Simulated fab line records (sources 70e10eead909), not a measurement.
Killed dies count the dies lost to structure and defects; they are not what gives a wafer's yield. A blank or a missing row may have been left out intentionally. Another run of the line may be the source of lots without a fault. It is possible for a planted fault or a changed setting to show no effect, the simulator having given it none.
Which tool is to blame? + flow nandHarc + 39 wafers from 13 lots sampled at 4 of the route's 1159 steps

== WHAT THE GAUGES SHOWED, per wafer ==
NHARC_P_GATE_OVL_MEAS_27.
| lot  | measured     | on         | overlayXNm (nm) | overlayYNm (nm) |
|------|--------------|------------|-----------------|-----------------|
| L522 | day 5 20:52  | overlay-01 | -0.2 -0.4 0.1   | 0.8 1.0 0.1     |
| L523 | day 5 21:31  | overlay-02 | -1.0 -0.9 -1.1  | 0.6 0.4 0.6     |
| L524 | day 5 21:54  | overlay-02 | -0.3 0.2 0.1    | -0.6 -0.7 -1.3  |
| L525 | day 6 11:05  | overlay-02 | -0.5 -1.3 -0.5  | -0.4 0.0 0.2    |
| L526 | day 6 15:37  | overlay-01 | 0.8 0.5 0.9     | 1.5 1.8 2.2     |
| L530 | day 8 02:05  | overlay-02 | -0.9 -1.3 -1.1  | -1.5 -1.9 -1.8  |
| L531 | day 8 01:11  | overlay-02 | -0.6 -0.9 -1.7  | 0.0 0.4 -0.3    |
| L532 | day 8 09:27  | overlay-02 | -0.5 -0.4 -0.2  | 0.2 0.5 0.1     |
| L536 | day 9 04:39  | overlay-02 | 0.5 1.1 0.7     | 0.0 -0.3 -0.3   |
| L537 | day 9 10:37  | overlay-02 | -0.1 -0.4 -0.2  | 0.9 0.2 0.2     |
| L539 | day 10 01:13 | overlay-02 | 0.7 0.9 0.5     | 0.0 -0.1 -0.2   |
| L540 | day 10 01:54 | overlay-02 | -0.4 -0.4 -0.4  | 0.1 0.8 -0.4    |
| L541 | day 10 01:45 | overlay-01 | 1.5 0.6 1.0     | 0.0 -0.1 -0.1   |

== WHAT TOOL EACH LOT RAN ON (gives the tool, then ch and the chambers of the sampled wafers, and finally the start) ==
| lot  | NHARC_P_ZERO_WELL_PECVD_02     | NHARC_P_ZERO_WELL_RTA_42       | NHARC_P_GATE_HM_DEP_102      |
|------|--------------------------------|--------------------------------|------------------------------|
| L522 | pecvd-02 ch 1,2, day 2 12:27   | rtpAnneal-01 ch 0, day 2 19:03 | aclDep-02 ch 0, day 5 19:32  |
| L523 | pecvd-02 ch 0,2, day 2 18:26   | rtpAnneal-02 ch 0, day 3 00:52 | aclDep-02 ch 0, day 5 20:04  |
| L524 | pecvd-04 ch 1,2, day 3 00:30   | rtpAnneal-01 ch 0, day 3 06:57 | aclDep-03 ch 0, day 5 20:35  |
| L525 | pecvd-04 ch 0,1, day 3 06:31   | rtpAnneal-02 ch 0, day 3 12:45 | aclDep-01 ch 0, day 6 09:54  |
| L526 | pecvd-04 ch 1,2, day 3 12:29   | rtpAnneal-02 ch 0, day 3 18:47 | aclDep-03 ch 0, day 6 14:01  |
| L530 | pecvd-01 ch 0,1,2, day 4 12:31 | rtpAnneal-01 ch 0, day 4 19:17 | aclDep-03 ch 0, day 8 00:43  |
| L531 | pecvd-04 ch 0,1,2, day 4 18:27 | rtpAnneal-02 ch 0, day 5 00:37 | aclDep-03 ch 0, day 7 23:59  |
| L532 | pecvd-04 ch 0,1,2, day 5 00:29 | rtpAnneal-02 ch 0, day 5 07:02 | aclDep-01 ch 0, day 8 08:07  |
| L536 | pecvd-02 ch 0,1,2, day 6 00:33 | rtpAnneal-01 ch 0, day 6 06:41 | aclDep-01 ch 0, day 9 03:21  |
| L537 | pecvd-01 ch 0,1,2, day 6 06:27 | rtpAnneal-01 ch 0, day 6 12:53 | aclDep-02 ch 0, day 9 09:25  |
| L539 | pecvd-04 ch 0,1,2, day 6 18:32 | rtpAnneal-02 ch 0, day 7 01:10 | aclDep-02 ch 0, day 9 23:45  |
| L540 | pecvd-04 ch 0,1, day 7 00:26   | rtpAnneal-01 ch 0, day 7 07:03 | aclDep-01 ch 0, day 10 00:22 |
| L541 | pecvd-02 ch 0,2, day 7 06:26   | rtpAnneal-01 ch 0, day 7 12:58 | aclDep-02 ch 0, day 10 00:23 |
- NHARC_P_ZERO_WELL_PECVD_02: deposits SiO2, target thk 10 nm.
- NHARC_P_ZERO_WELL_RTA_42: time 300 s.
- NHARC_P_GATE_HM_DEP_102: deposits aC, target thk 120 nm.

== AS READ BY THE TOOLS THEMSELVES (means over the sampled wafers that have a number; for cases with no such wafer, the mark the record gives instead) ==
NHARC_P_ZERO_WELL_PECVD_02.
| lot  | tool     | chamberPressureTorr (Torr) | susceptorTempC (C) |
|------|----------|----------------------------|--------------------|
| L522 | pecvd-02 | 6.491                      | 399.91             |
| L523 | pecvd-02 | 6.494                      | 400.06             |
| L524 | pecvd-04 | 6.511                      | 399.77             |
| L525 | pecvd-04 | 6.502                      | 399.86             |
| L526 | pecvd-04 | 6.496                      | 399.88             |
| L530 | pecvd-01 | -                          | -                  |
| L531 | pecvd-04 | -                          | -                  |
| L532 | pecvd-04 | 6.486                      | 399.87             |
| L536 | pecvd-02 | 6.499                      | 399.81             |
| L537 | pecvd-01 | 6.504                      | 399.83             |
| L539 | pecvd-04 | 6.509                      | 399.91             |
| L540 | pecvd-04 | 6.493                      | 399.97             |
| L541 | pecvd-02 | 6.503                      | 400.28             |

NHARC_P_ZERO_WELL_RTA_42.
| lot  | tool         | lampPowerPct (%) | lamp_zone_3_pct (%) | wafer_temp_C_max |
|------|--------------|------------------|---------------------|------------------|
| L522 | rtpAnneal-01 | 41.2             | 41.2                | 1106.1           |
| L523 | rtpAnneal-02 | 37.8             | 37.8                | 1104.1           |
| L524 | rtpAnneal-01 | 41.2             | 41.2                | 1106.8           |
| L525 | rtpAnneal-02 | 37.8             | 37.7                | 1104.5           |
| L526 | rtpAnneal-02 | 37.8             | 37.8                | 1104.8           |
| L530 | rtpAnneal-01 | 41.2             | 41.2                | 1105.4           |
| L531 | rtpAnneal-02 | 37.8             | 37.9                | 1104.4           |
| L532 | rtpAnneal-02 | 37.8             | 37.8                | 1103.9           |
| L536 | rtpAnneal-01 | 41.2             | 41.2                | 1106.2           |
| L537 | rtpAnneal-01 | 41.2             | 41.2                | 1106.3           |
| L539 | rtpAnneal-02 | 37.7             | 37.7                | 1103.6           |
| L540 | rtpAnneal-01 | 41.3             | 41.2                | 1106.4           |
| L541 | rtpAnneal-01 | 41.2             | 41.2                | 1105.0           |

NHARC_P_GATE_HM_DEP_102.
| lot  | tool      | susceptorTempC (C) | throttleValvePct (%) |
|------|-----------|--------------------|----------------------|
| L522 | aclDep-02 | 399.81             | 34.995               |
| L523 | aclDep-02 | 400.00             | 35.014               |
| L524 | aclDep-03 | -                  | 34.986               |
| L525 | aclDep-01 | -                  | 35.009               |
| L526 | aclDep-03 | 399.91             | 34.990               |
| L530 | aclDep-03 | -                  | 35.000               |
| L531 | aclDep-03 | -                  | 35.003               |
| L532 | aclDep-01 | 400.15             | 35.000               |
| L536 | aclDep-01 | -                  | 34.992               |
| L537 | aclDep-02 | 399.69             | 35.002               |
| L539 | aclDep-02 | -                  | 34.988               |
| L540 | aclDep-01 | -                  | 35.000               |
| L541 | aclDep-02 | -                  | 35.004               |

== THE ANSWER, worked out from the rows above alone ==
Rule: usual is defined by the lots themselves. The widest of any qualifying gaps counts: lots, ordered by their means at a reading, are off when they make up no more than a third of the lots, leave a main group of 4 or more, and stand apart from it by 3 or more times the standard deviation of that group's means. If all means in a main group match to the digits the tables above print for the reading, that group is not used. A lot without any number at a reading at which 4 lots or more have one is off too. Any other lot the step has rows for is counted as sound. Order of review: gauges by route order, followed by the tools' own readings, for which a lot's mean as printed above is used. At the first step where some lot is off, the reading lying furthest off is the one used; lots without a number count as furthest.
Off: L530, L531 (NHARC_P_ZERO_WELL_PECVD_02, chamberPressureTorr). Without a number there: L530, L531. The main group has a mean of 6.499 Torr with a standard deviation of 0.0074.
If a tool, at that step or one of the process steps before it, ran each lot that is off and ran no sound lot following the first of them, it fits. Not one of the candidates tried fits.

== WHAT THE SIMULATOR HAD PUT IN ==
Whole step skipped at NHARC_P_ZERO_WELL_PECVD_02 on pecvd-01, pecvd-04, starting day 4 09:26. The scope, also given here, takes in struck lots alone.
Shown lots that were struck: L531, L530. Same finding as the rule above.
